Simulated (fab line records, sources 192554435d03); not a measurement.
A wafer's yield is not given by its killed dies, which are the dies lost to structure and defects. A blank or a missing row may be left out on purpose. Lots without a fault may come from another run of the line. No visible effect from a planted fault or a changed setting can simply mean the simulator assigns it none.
Split-lot trial || flow n5Finfet || 39 wafers read from 7 lots, route of 1938 steps

== ON THE SPLIT ==
At N5_SD_EPI_N_ETCH_45 (etches SiOCN in CH3F/O2, target depth 6 nm), the setting targetDepthA was moved away from the recipe's 60 angstrom on 15 of the 39 wafers read, by -7.3% to +5.3%. This setting was run at the recipe's value on the other wafers.

Reading taken at the split's own step.

== THE READING ==
etch.depthNm (the simulator's own value, which no gauge read), in nm, at N5_SD_EPI_N_ETCH_45 (etches SiOCN in CH3F/O2, target depth 6 nm). The file does not state a usual value for it. Across the 24 wafers here that went through the recipe, the average is 5.977 nm and the standard deviation 0.076 nm.

{"wafer": "L075.1", "tool, chamber at the split": "rieDiel-03, 0", "targetDepthA as run, angstrom": 60, "against the recipe": "recipe", "etch.depthNm, nm": 6.041, "against lot-mates on the recipe": "-"}
{"wafer": "L075.2", "tool, chamber at the split": "rieDiel-03, 1", "targetDepthA as run, angstrom": 60, "against the recipe": "recipe", "etch.depthNm, nm": 5.941, "against lot-mates on the recipe": "-"}
{"wafer": "L075.3", "tool, chamber at the split": "rieDiel-03, 3", "targetDepthA as run, angstrom": 60, "against the recipe": "recipe", "etch.depthNm, nm": 5.922, "against lot-mates on the recipe": "-"}
{"wafer": "L075.4", "tool, chamber at the split": "rieDiel-03, 2", "targetDepthA as run, angstrom": 63.17, "against the recipe": "+5.3%", "etch.depthNm, nm": 6.427, "against lot-mates on the recipe": "+0.459"}
{"wafer": "L075.5", "tool, chamber at the split": "rieDiel-03, 3", "targetDepthA as run, angstrom": 63.17, "against the recipe": "+5.3%", "etch.depthNm, nm": 6.275, "against lot-mates on the recipe": "+0.307"}
{"wafer": "L075.6", "tool, chamber at the split": "rieDiel-03, 2", "targetDepthA as run, angstrom": 63.17, "against the recipe": "+5.3%", "etch.depthNm, nm": 6.457, "against lot-mates on the recipe": "+0.489"}
{"wafer": "L077.1", "tool, chamber at the split": "rieDiel-04, 1", "targetDepthA as run, angstrom": 60, "against the recipe": "recipe", "etch.depthNm, nm": 6.15, "against lot-mates on the recipe": "-"}
{"wafer": "L077.2", "tool, chamber at the split": "rieDiel-04, 0", "targetDepthA as run, angstrom": 60, "against the recipe": "recipe", "etch.depthNm, nm": 5.937, "against lot-mates on the recipe": "-"}
{"wafer": "L077.3", "tool, chamber at the split": "rieDiel-04, 2", "targetDepthA as run, angstrom": 60, "against the recipe": "recipe", "etch.depthNm, nm": 6.057, "against lot-mates on the recipe": "-"}
{"wafer": "L077.4", "tool, chamber at the split": "rieDiel-04, 3", "targetDepthA as run, angstrom": 60, "against the recipe": "recipe", "etch.depthNm, nm": 5.963, "against lot-mates on the recipe": "-"}
{"wafer": "L077.5", "tool, chamber at the split": "rieDiel-04, 0", "targetDepthA as run, angstrom": 60, "against the recipe": "recipe", "etch.depthNm, nm": 5.925, "against lot-mates on the recipe": "-"}
{"wafer": "L077.6", "tool, chamber at the split": "rieDiel-04, 3", "targetDepthA as run, angstrom": 60, "against the recipe": "recipe", "etch.depthNm, nm": 5.95, "against lot-mates on the recipe": "-"}
{"wafer": "L079.1", "tool, chamber at the split": "rieDiel-01, 2", "targetDepthA as run, angstrom": 55.59, "against the recipe": "-7.3%", "etch.depthNm, nm": 5.637, "against lot-mates on the recipe": -0.410}
{"wafer": "L079.2", "tool, chamber at the split": "rieDiel-01, 3", "targetDepthA as run, angstrom": 60, "against the recipe": "recipe", "etch.depthNm, nm": 6.061, "against lot-mates on the recipe": "-"}
{"wafer": "L079.3", "tool, chamber at the split": "rieDiel-01, 1", "targetDepthA as run, angstrom": 55.59, "against the recipe": "-7.3%", "etch.depthNm, nm": 5.629, "against lot-mates on the recipe": -0.418}
{"wafer": "L079.4", "tool, chamber at the split": "rieDiel-01, 0", "targetDepthA as run, angstrom": 60, "against the recipe": "recipe", "etch.depthNm, nm": 6.001, "against lot-mates on the recipe": "-"}
{"wafer": "L079.5", "tool, chamber at the split": "rieDiel-01, 0", "targetDepthA as run, angstrom": 55.59, "against the recipe": "-7.3%", "etch.depthNm, nm": 5.518, "against lot-mates on the recipe": -0.529}
{"wafer": "L079.6", "tool, chamber at the split": "rieDiel-01, 1", "targetDepthA as run, angstrom": 60, "against the recipe": "recipe", "etch.depthNm, nm": 6.08, "against lot-mates on the recipe": "-"}
{"wafer": "L088.1", "tool, chamber at the split": "rieDiel-03, 1", "targetDepthA as run, angstrom": 55.68, "against the recipe": "-7.2%", "etch.depthNm, nm": 5.492, "against lot-mates on the recipe": -0.536}
{"wafer": "L088.2", "tool, chamber at the split": "rieDiel-03, 3", "targetDepthA as run, angstrom": 55.68, "against the recipe": "-7.2%", "etch.depthNm, nm": 5.518, "against lot-mates on the recipe": -0.510}
{"wafer": "L088.3", "tool, chamber at the split": "rieDiel-03, 2", "targetDepthA as run, angstrom": 60, "against the recipe": "recipe", "etch.depthNm, nm": 6.082, "against lot-mates on the recipe": "-"}
{"wafer": "L088.4", "tool, chamber at the split": "rieDiel-03, 0", "targetDepthA as run, angstrom": 60, "against the recipe": "recipe", "etch.depthNm, nm": 6.06, "against lot-mates on the recipe": "-"}
{"wafer": "L088.5", "tool, chamber at the split": "rieDiel-03, 2", "targetDepthA as run, angstrom": 55.68, "against the recipe": "-7.2%", "etch.depthNm, nm": 5.609, "against lot-mates on the recipe": -0.419}
{"wafer": "L088.6", "tool, chamber at the split": "rieDiel-03, 3", "targetDepthA as run, angstrom": 60, "against the recipe": "recipe", "etch.depthNm, nm": 5.942, "against lot-mates on the recipe": "-"}
{"wafer": "L091.1", "tool, chamber at the split": "rieDiel-04, 0", "targetDepthA as run, angstrom": 56.03, "against the recipe": "-6.6%", "etch.depthNm, nm": 5.469, "against lot-mates on the recipe": -0.418}
{"wafer": "L091.2", "tool, chamber at the split": "rieDiel-04, 3", "targetDepthA as run, angstrom": 60, "against the recipe": "recipe", "etch.depthNm, nm": 5.908, "against lot-mates on the recipe": "-"}
{"wafer": "L091.3", "tool, chamber at the split": "rieDiel-04, 2", "targetDepthA as run, angstrom": 56.03, "against the recipe": "-6.6%", "etch.depthNm, nm": 5.532, "against lot-mates on the recipe": -0.355}
{"wafer": "L091.4", "tool, chamber at the split": "rieDiel-04, 1", "targetDepthA as run, angstrom": 56.03, "against the recipe": "-6.6%", "etch.depthNm, nm": 5.625, "against lot-mates on the recipe": -0.262}
{"wafer": "L091.5", "tool, chamber at the split": "rieDiel-04, 2", "targetDepthA as run, angstrom": 60, "against the recipe": "recipe", "etch.depthNm, nm": 5.894, "against lot-mates on the recipe": "-"}
{"wafer": "L091.6", "tool, chamber at the split": "rieDiel-04, 3", "targetDepthA as run, angstrom": 60, "against the recipe": "recipe", "etch.depthNm, nm": 5.859, "against lot-mates on the recipe": "-"}
{"wafer": "L092.1", "tool, chamber at the split": "rieDiel-04, 2", "targetDepthA as run, angstrom": 60, "against the recipe": "recipe", "etch.depthNm, nm": 5.931, "against lot-mates on the recipe": "-"}
{"wafer": "L092.2", "tool, chamber at the split": "rieDiel-04, 1", "targetDepthA as run, angstrom": 57.95, "against the recipe": "-3.4%", "etch.depthNm, nm": 5.793, "against lot-mates on the recipe": -0.129}
{"wafer": "L092.3", "tool, chamber at the split": "rieDiel-04, 3", "targetDepthA as run, angstrom": 60, "against the recipe": "recipe", "etch.depthNm, nm": 5.883, "against lot-mates on the recipe": "-"}
{"wafer": "L092.4", "tool, chamber at the split": "rieDiel-04, 0", "targetDepthA as run, angstrom": 57.95, "against the recipe": "-3.4%", "etch.depthNm, nm": 5.612, "against lot-mates on the recipe": -0.310}
{"wafer": "L092.5", "tool, chamber at the split": "rieDiel-04, 1", "targetDepthA as run, angstrom": 57.95, "against the recipe": "-3.4%", "etch.depthNm, nm": 5.75, "against lot-mates on the recipe": -0.172}
{"wafer": "L092.6", "tool, chamber at the split": "rieDiel-04, 2", "targetDepthA as run, angstrom": 60, "against the recipe": "recipe", "etch.depthNm, nm": 5.952, "against lot-mates on the recipe": "-"}
{"wafer": "L094.2", "tool, chamber at the split": "rieDiel-04, 2", "targetDepthA as run, angstrom": 60, "against the recipe": "recipe", "etch.depthNm, nm": 5.872, "against lot-mates on the recipe": "-"}
{"wafer": "L094.3", "tool, chamber at the split": "rieDiel-04, 1", "targetDepthA as run, angstrom": 60, "against the recipe": "recipe", "etch.depthNm, nm": 5.994, "against lot-mates on the recipe": "-"}
{"wafer": "L094.6", "tool, chamber at the split": "rieDiel-04, 1", "targetDepthA as run, angstrom": 60, "against the recipe": "recipe", "etch.depthNm, nm": 6.036, "against lot-mates on the recipe": "-"}

THE FIT
A straight line over all 39 wafers: etch.depthNm changes by +0.0638 nm for each +1% of targetDepthA; r = +0.94; the points scatter about the line by 0.082 nm.
The same after taking each lot's own level away (the mean of its wafers on the recipe; 39 wafers): +0.065 nm for each +1%; r = +0.96; scatter 0.07 nm.
On that fit, the largest move of targetDepthA shifts the reading by 0.48 nm.
Across the lots, their own levels run from 5.8870 to 6.0473 nm, a range of 2.1 times the standard deviation given above.
Consequently the slope shifts little with the lot-to-lot level, the two slopes agreeing.
Check: with one of the wafers moved furthest among these (-7.3%) left out of the fit, the line predicts -0.47 nm for it against its lot-mates. It came out at -0.41 nm against them.

== OTHER SPLITS APPLIED TO THESE WAFERS ==
Note: prior to the reading, these wafers also went through further splits. Each is held against what the fit with the lots' levels taken away leaves over:
{"other split on the same wafers": "N5_WELL_APT_EXPOSE_22 doseMj", "wafers away from the commonest value": 9, "r with etch.depthNm (lot level and that fit taken away)": -0.19}
{"other split on the same wafers": "N5_DUMMY_GATE_ETCH_37 sourceW", "wafers away from the commonest value": 18, "r with etch.depthNm (lot level and that fit taken away)": -0.29}
{"other split on the same wafers": "N5_DUMMY_GATE_ETCH_44 targetDepthA", "wafers away from the commonest value": 15, "r with etch.depthNm (lot level and that fit taken away)": -0.15}

== FILE'S OWN FIT ==
etch.depthNm changes by +0.0636 nm for each +1% of targetDepthA, r = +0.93.
